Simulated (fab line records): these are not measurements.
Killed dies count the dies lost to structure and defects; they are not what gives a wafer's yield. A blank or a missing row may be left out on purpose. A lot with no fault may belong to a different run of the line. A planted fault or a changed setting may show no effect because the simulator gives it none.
One fault seen from 2 desks || flow nand_harc || what lay behind the numbers comes last; until then each desk has only its own

== METROLOGY DESK ==
Lot by lot, what the gauges showed, no matter which tool ran the lot: averages of those sampled wafers that carry a number. Any lot whose mean is over 4 standard deviations away from the usual mean is out of limits and marked OUT; that distance is given in the brackets.
Columns: A = cd_nm at NHARC_P_BONDPAD_CD_MEAS_13, usual 497.9 nm; B = thk_nm at NHARC_A_ONON_D1_THK_MEAS_02, usual 1001 nm; C = thk_nm at NHARC_A_ONON_D1_THK_MEAS_11, usual 998 nm
{"lot": "L810", "first seen here": "day 6 20:02", "A": 496.9, "B": 992, "C": 1016}
{"lot": "L811", "first seen here": "day 6 20:34", "A": 495.5, "B": 1024, "C": 1004}
{"lot": "L812", "first seen here": "day 7 03:18", "A": 497.5, "B": 1010, "C": 994}
{"lot": "L813", "first seen here": "day 7 04:37", "A": 499.8, "B": 1012, "C": 1007}
{"lot": "L819", "first seen here": "day 8 14:35", "A": 497.9, "B": "922 (-8.2) OUT", "C": 998}
{"lot": "L821", "first seen here": "day 9 16:28", "A": 497.5, "B": "903 (-10) OUT", "C": 991}
{"lot": "L827", "first seen here": "day 10 16:40", "A": 500.0, "B": 997, "C": 998}
{"lot": "L828", "first seen here": "day 10 19:07", "A": 500.6, "B": 987, "C": 994}
{"lot": "L829", "first seen here": "day 11 04:20", "A": 498.7, "B": 994, "C": 1013}
{"lot": "L831", "first seen here": "day 11 11:03", "A": 496.2, "B": 1015, "C": 990}
{"lot": "L832", "first seen here": "day 11 15:40", "A": 495.7, "B": 991, "C": 985}
{"lot": "L833", "first seen here": "day 12 02:33", "A": 497.1, "B": 1002, "C": 997}
Finding of this desk: L819, L821 out of limits; the first was L819 at day 9 18:51, on thk_nm at NHARC_A_ONON_D1_THK_MEAS_02. Within limits: L810, L811, L812, L813, L827, L828, L829, L831, L832, L833.

== TOOL OWNER'S DESK, pecvd_onon-02 ==
The tool's own readings at NHARC_A_ONON_D1_DEP_00 (target thk 1000 nm): means of the sampled wafers that have a number, for each lot that ran on this tool. Any lot whose mean is over 4 standard deviations away from the usual mean is out of limits and marked OUT; that distance is given in the brackets.
Columns: A = sih4_flow_sccm at NHARC_A_ONON_D1_DEP_00, usual 210.1 sccm
{"lot": "L819", "first seen here": "day 9 18:20", "A": 209.9}
{"lot": "L821", "first seen here": "day 10 17:33", "A": 210.2}
Finding of this desk: none of the 2 lots has anything out of limits.

== ALL TOGETHER ==
L819, L821 would have let the metrology desk raise an alarm at day 9 18:51.
The tool owner's desk saw nothing out of limits.
Tool owner's desk: L819, L821 on record, inside its limits.
The lots listed all ran NHARC_A_ONON_D1_DEP_00 on pecvd_onon-02.

== WHAT THE SIMULATOR HAD PUT IN ==
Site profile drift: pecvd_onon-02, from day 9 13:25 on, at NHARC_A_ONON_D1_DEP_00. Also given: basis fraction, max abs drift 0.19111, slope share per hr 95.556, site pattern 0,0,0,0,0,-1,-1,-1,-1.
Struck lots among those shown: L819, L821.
Hours from the fault's start to each desk's first reading out of limits: the metrology desk, 5.
